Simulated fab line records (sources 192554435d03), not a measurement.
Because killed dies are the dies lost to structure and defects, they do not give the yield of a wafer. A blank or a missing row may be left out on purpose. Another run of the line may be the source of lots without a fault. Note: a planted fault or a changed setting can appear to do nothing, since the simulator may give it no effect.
Matching of chambers | flow n5Finfet | 3 sister chambers for N5_BEOL_M7_CURE_74 on uvCure-03
The step cures SiCOH lowk, time 240 s. 3 wafers are shown with their chamber, then 11 later ones without.

== WAFERS PAIRED WITH THEIR CHAMBERS ==
wafer  | chamber | wafer_temp_C_max
L087.5 | 1       | 387.6
L094.5 | 0       | 386.9
L095.1 | 2       | 386.6

== WAFERS WHOSE CHAMBER IS MISSING ==
wafer  | wafer_temp_C_max
L095.3 | 387.4
L095.5 | 386.2
L095.2 | 386.8
L095.4 | 386.6
L095.6 | 386.8
L097.1 | 386.9
L097.3 | 386.9
L097.6 | 386.8
L097.2 | 386.9
L097.4 | 386.6
L097.5 | 386.7

== EACH ONE'S CHAMBER ==
wafer  | from the rows above     | in truth
L095.3 | 1                       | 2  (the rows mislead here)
L095.5 | 2                       | 2
L095.2 | can't be placed: 0 or 2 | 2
L095.4 | 2                       | 2
L095.6 | can't be placed: 0 or 2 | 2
L097.1 | 0                       | 0
L097.3 | 0                       | 0
L097.6 | can't be placed: 0 or 2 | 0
L097.2 | 0                       | 0
L097.4 | 2                       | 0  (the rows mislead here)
L097.5 | can't be placed: 2 or 0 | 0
5 of 11 placed correctly. Not placeable from these rows: 4 (in 4, the candidates include the true chamber). 2 placed wrongly.
How it was worked out, from the rows above alone: a wafer's distance from a chamber is the root of the sum, over the readings, of the square of ((its reading less the chamber's mean) divided by the reading's scatter). If the next closest chamber is less than 2 further off than the closest, the wafer can't be placed; otherwise it belongs to the closest. Each chamber's mean is taken over the wafers shown for it. The scatter (one wafer shown for each chamber): square how far every hidden wafer sits from the nearest shown wafer, average those squares and take the square root.
